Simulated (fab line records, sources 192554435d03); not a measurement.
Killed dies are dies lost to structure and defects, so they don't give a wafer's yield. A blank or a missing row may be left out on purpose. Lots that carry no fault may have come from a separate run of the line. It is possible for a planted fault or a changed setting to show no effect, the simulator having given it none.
Split-lot experiment || flow n5-finfet || route with 1938 steps; 7 lots, 39 wafers read

== ON THE SPLIT ==
At N5_MOL_CONTACT_COAG_EXPOSE_05 (exposes mask CA, defocus 0 nm), the setting dose-mj was moved away from the recipe's 38.25 on 12 of the 39 wafers read, by -7.4% to +6.8%. The other wafers ran this setting at the recipe's value.

== FROM THE SPLIT TO THE READING: what the file shows between them, 14 steps ==
- N5_MOL_CONTACT_COAG_PEB_06: peb time 60 s
- N5_MOL_CONTACT_COAG_DEVELOP_07: develop time 30 s
- N5_MOL_CONTACT_COAG_CD_MEAS_08: target cd 28 nm
- N5_MOL_CONTACT_COAG_DESCUM_13: chemistry O2, time 7 s
- N5_MOL_CONTACT_COAG_ETCH_59: etches underlayer in N2/H2, target depth 13 nm, time 10.4 s
- N5_MOL_CONTACT_COAG_ETCH_105: etches SiARC in CF4, target depth 15.6 nm, time 26 s
- N5_MOL_CONTACT_COAG_ETCH_106: etches SOC in N2/H2, target depth 80 nm, overetch 16 nm, time 120 s
- N5_MOL_CONTACT_COAG_STRIP_107: strips in N2/H2
- N5_MOL_CONTACT_COAG_STRIP_108: strips in N2/H2
- N5_MOL_CONTACT_COAG_CONTACT_ETCH_14: etches SiO2 in C4F6/O2, target depth 27.5 nm, overetch 8.5 nm, time 20 s
- N5_MOL_CONTACT_COAG_STRIP_109: strips in C4F6/O2
- N5_MOL_CONTACT_COAG_ETCH_15: etches SiNx in CH3F/O2, stops on Si:P, target depth 7 nm
- N5_MOL_CONTACT_COAG_ETCH_110: etches Si in CF4/O2, target depth 2.5 nm, time 8 s
- N5_MOL_CONTACT_COAG_STRIP_98: strips in N2/H2

== THE READING ==
At N5_MOL_CONTACT_COAG_CD_MEAS_99: cd-nm in nanometres, against a target cd of 17.2 nm. Fault-free wafers of this fab line usually give 17.2 nm, standard deviation 0.32 nm.

{"wafer": "L081.1", "tool, chamber at the split": "euv-scanner-01, 0", "dose-mj as run": 35.42, "against the recipe": "-7.4%", "cd-nm, nm": 15.5, "against lot-mates on the recipe": -1.8}
{"wafer": "L081.2", "tool, chamber at the split": "euv-scanner-01, 0", "dose-mj as run": 38.25, "against the recipe": "recipe", "cd-nm, nm": 17.1, "against lot-mates on the recipe": "-"}
{"wafer": "L081.3", "tool, chamber at the split": "euv-scanner-01, 0", "dose-mj as run": 35.42, "against the recipe": "-7.4%", "cd-nm, nm": 15.3, "against lot-mates on the recipe": -2.0}
{"wafer": "L081.4", "tool, chamber at the split": "euv-scanner-01, 0", "dose-mj as run": 38.25, "against the recipe": "recipe", "cd-nm, nm": 17.3, "against lot-mates on the recipe": "-"}
{"wafer": "L081.5", "tool, chamber at the split": "euv-scanner-01, 0", "dose-mj as run": 38.25, "against the recipe": "recipe", "cd-nm, nm": 17.5, "against lot-mates on the recipe": "-"}
{"wafer": "L081.6", "tool, chamber at the split": "euv-scanner-01, 0", "dose-mj as run": 35.42, "against the recipe": "-7.4%", "cd-nm, nm": 15.2, "against lot-mates on the recipe": -2.1}
{"wafer": "L082.1", "tool, chamber at the split": "euv-scanner-01, 0", "dose-mj as run": 40.85, "against the recipe": "+6.8%", "cd-nm, nm": 18.1, "against lot-mates on the recipe": "+0.9"}
{"wafer": "L082.2", "tool, chamber at the split": "euv-scanner-01, 0", "dose-mj as run": 38.25, "against the recipe": "recipe", "cd-nm, nm": 17.1, "against lot-mates on the recipe": "-"}
{"wafer": "L082.3", "tool, chamber at the split": "euv-scanner-01, 0", "dose-mj as run": 38.25, "against the recipe": "recipe", "cd-nm, nm": 17.2, "against lot-mates on the recipe": "-"}
{"wafer": "L082.4", "tool, chamber at the split": "euv-scanner-01, 0", "dose-mj as run": 40.85, "against the recipe": "+6.8%", "cd-nm, nm": 19.3, "against lot-mates on the recipe": "+2.1"}
{"wafer": "L082.5", "tool, chamber at the split": "euv-scanner-01, 0", "dose-mj as run": 40.85, "against the recipe": "+6.8%", "cd-nm, nm": 19.0, "against lot-mates on the recipe": "+1.8"}
{"wafer": "L082.6", "tool, chamber at the split": "euv-scanner-01, 0", "dose-mj as run": 38.25, "against the recipe": "recipe", "cd-nm, nm": 17.4, "against lot-mates on the recipe": "-"}
{"wafer": "L084.1", "tool, chamber at the split": "euv-scanner-02, 0", "dose-mj as run": 37.42, "against the recipe": "-2.2%", "cd-nm, nm": 17.2, "against lot-mates on the recipe": -0.4}
{"wafer": "L084.2", "tool, chamber at the split": "euv-scanner-02, 0", "dose-mj as run": 37.42, "against the recipe": "-2.2%", "cd-nm, nm": 16.6, "against lot-mates on the recipe": -1.0}
{"wafer": "L084.3", "tool, chamber at the split": "euv-scanner-02, 0", "dose-mj as run": 38.25, "against the recipe": "recipe", "cd-nm, nm": 17.2, "against lot-mates on the recipe": "-"}
{"wafer": "L084.4", "tool, chamber at the split": "euv-scanner-02, 0", "dose-mj as run": 38.25, "against the recipe": "recipe", "cd-nm, nm": 17.8, "against lot-mates on the recipe": "-"}
{"wafer": "L084.5", "tool, chamber at the split": "euv-scanner-02, 0", "dose-mj as run": 37.42, "against the recipe": "-2.2%", "cd-nm, nm": 16.6, "against lot-mates on the recipe": -1.0}
{"wafer": "L084.6", "tool, chamber at the split": "euv-scanner-02, 0", "dose-mj as run": 38.25, "against the recipe": "recipe", "cd-nm, nm": 17.7, "against lot-mates on the recipe": "-"}
{"wafer": "L086.1", "tool, chamber at the split": "euv-scanner-01, 0", "dose-mj as run": 38.25, "against the recipe": "recipe", "cd-nm, nm": 17.6, "against lot-mates on the recipe": "-"}
{"wafer": "L086.4", "tool, chamber at the split": "euv-scanner-01, 0", "dose-mj as run": 38.25, "against the recipe": "recipe", "cd-nm, nm": 17.2, "against lot-mates on the recipe": "-"}
{"wafer": "L086.6", "tool, chamber at the split": "euv-scanner-01, 0", "dose-mj as run": 38.25, "against the recipe": "recipe", "cd-nm, nm": 17.2, "against lot-mates on the recipe": "-"}
{"wafer": "L087.1", "tool, chamber at the split": "euv-scanner-02, 0", "dose-mj as run": 38.25, "against the recipe": "recipe", "cd-nm, nm": 16.9, "against lot-mates on the recipe": "-"}
{"wafer": "L087.2", "tool, chamber at the split": "euv-scanner-02, 0", "dose-mj as run": 38.25, "against the recipe": "recipe", "cd-nm, nm": 16.8, "against lot-mates on the recipe": "-"}
{"wafer": "L087.3", "tool, chamber at the split": "euv-scanner-02, 0", "dose-mj as run": 38.25, "against the recipe": "recipe", "cd-nm, nm": 17.5, "against lot-mates on the recipe": "-"}
{"wafer": "L087.4", "tool, chamber at the split": "euv-scanner-02, 0", "dose-mj as run": 38.25, "against the recipe": "recipe", "cd-nm, nm": 16.9, "against lot-mates on the recipe": "-"}
{"wafer": "L087.5", "tool, chamber at the split": "euv-scanner-02, 0", "dose-mj as run": 38.25, "against the recipe": "recipe", "cd-nm, nm": 17.2, "against lot-mates on the recipe": "-"}
{"wafer": "L087.6", "tool, chamber at the split": "euv-scanner-02, 0", "dose-mj as run": 38.25, "against the recipe": "recipe", "cd-nm, nm": 17.2, "against lot-mates on the recipe": "-"}
{"wafer": "L089.1", "tool, chamber at the split": "euv-scanner-02, 0", "dose-mj as run": 36.47, "against the recipe": "-4.7%", "cd-nm, nm": 16.1, "against lot-mates on the recipe": -1.3}
{"wafer": "L089.2", "tool, chamber at the split": "euv-scanner-02, 0", "dose-mj as run": 38.25, "against the recipe": "recipe", "cd-nm, nm": 17.7, "against lot-mates on the recipe": "-"}
{"wafer": "L089.3", "tool, chamber at the split": "euv-scanner-02, 0", "dose-mj as run": 38.25, "against the recipe": "recipe", "cd-nm, nm": 17.2, "against lot-mates on the recipe": "-"}
{"wafer": "L089.4", "tool, chamber at the split": "euv-scanner-02, 0", "dose-mj as run": 36.47, "against the recipe": "-4.7%", "cd-nm, nm": 16.2, "against lot-mates on the recipe": -1.2}
{"wafer": "L089.5", "tool, chamber at the split": "euv-scanner-02, 0", "dose-mj as run": 36.47, "against the recipe": "-4.7%", "cd-nm, nm": 15.8, "against lot-mates on the recipe": -1.6}
{"wafer": "L089.6", "tool, chamber at the split": "euv-scanner-02, 0", "dose-mj as run": 38.25, "against the recipe": "recipe", "cd-nm, nm": 17.3, "against lot-mates on the recipe": "-"}
{"wafer": "L096.1", "tool, chamber at the split": "euv-scanner-02, 0", "dose-mj as run": 38.25, "against the recipe": "recipe", "cd-nm, nm": 16.8, "against lot-mates on the recipe": "-"}
{"wafer": "L096.2", "tool, chamber at the split": "euv-scanner-02, 0", "dose-mj as run": 38.25, "against the recipe": "recipe", "cd-nm, nm": 16.7, "against lot-mates on the recipe": "-"}
{"wafer": "L096.3", "tool, chamber at the split": "euv-scanner-02, 0", "dose-mj as run": 38.25, "against the recipe": "recipe", "cd-nm, nm": 16.8, "against lot-mates on the recipe": "-"}
{"wafer": "L096.4", "tool, chamber at the split": "euv-scanner-02, 0", "dose-mj as run": 38.25, "against the recipe": "recipe", "cd-nm, nm": 17.0, "against lot-mates on the recipe": "-"}
{"wafer": "L096.5", "tool, chamber at the split": "euv-scanner-02, 0", "dose-mj as run": 38.25, "against the recipe": "recipe", "cd-nm, nm": 16.9, "against lot-mates on the recipe": "-"}
{"wafer": "L096.6", "tool, chamber at the split": "euv-scanner-02, 0", "dose-mj as run": 38.25, "against the recipe": "recipe", "cd-nm, nm": 17.4, "against lot-mates on the recipe": "-"}

THE FIT
A straight line over all 39 wafers: cd-nm changes by +0.244 nm for each +1% of dose-mj; r = +0.93; the points scatter about the line by 0.31 nm.
The same after taking each lot's own level away (the mean of its wafers on the recipe; 39 wafers): +0.258 nm for each +1%; r = +0.95; scatter 0.27 nm.
On that fit, the largest move of dose-mj shifts the reading by 1.9 nm.
Measured against the standard deviation above, the lots' own levels, which go from 16.93 to 17.57 nm, span 2.0 times it.
So the lot-to-lot level changes the slope little: the two slopes agree.
Check: -1.99 nm against its lot-mates is what the line predicts for one of the wafers moved furthest among these (-7.4%) when that wafer is left out of the fit. Against them it came out at -1.8 nm.

== THE WHOLE CHAIN: every reading that the file lists as answering this split, in the file's order ==
{"step": "N5_MOL_CONTACT_COAG_CD_MEAS_08", "what it does": "target cd 28 nm", "reading": "cd-nm", "change (the file's fit)": "+0.197 nm for each +1% of the setting", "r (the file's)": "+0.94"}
{"step": "N5_MOL_CONTACT_COAG_ETCH_59", "what it does": "etches underlayer in N2/H2, target depth 13 nm, time 10.4 s", "reading": "MOL_CONTACT_COAG.cd-offset-nm (the simulator's own value, which no gauge read)", "change (the file's fit)": "+0.235 nm for each +1% of the setting", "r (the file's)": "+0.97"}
{"step": "N5_MOL_CONTACT_COAG_ETCH_105", "what it does": "etches SiARC in CF4, target depth 15.6 nm, time 26 s", "reading": "MOL_CONTACT_COAG.cd-offset-nm (the simulator's own value, which no gauge read)", "change (the file's fit)": "+0.248 nm for each +1% of the setting", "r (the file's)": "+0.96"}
{"step": "N5_MOL_CONTACT_COAG_ETCH_106", "what it does": "etches SOC in N2/H2, target depth 80 nm, overetch 16 nm, time 120 s", "reading": "MOL_CONTACT_COAG.cd-offset-nm (the simulator's own value, which no gauge read)", "change (the file's fit)": "+0.255 nm for each +1% of the setting", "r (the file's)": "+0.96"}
{"step": "N5_MOL_CONTACT_COAG_CONTACT_ETCH_14", "what it does": "etches SiO2 in C4F6/O2, target depth 27.5 nm, overetch 8.5 nm, time 20 s", "reading": "MOL_CONTACT_COAG.cd-offset-nm (the simulator's own value, which no gauge read)", "change (the file's fit)": "+0.244 nm for each +1% of the setting", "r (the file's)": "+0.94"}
{"step": "N5_MOL_CONTACT_COAG_CD_MEAS_99", "what it does": "target cd 17.2 nm", "reading": "cd-nm", "change (the file's fit)": "+0.255 nm for each +1% of the setting", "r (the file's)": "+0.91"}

== THE FILE'S OWN FIT ==
cd-nm changes by +0.255 nm for each +1% of dose-mj, r = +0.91.
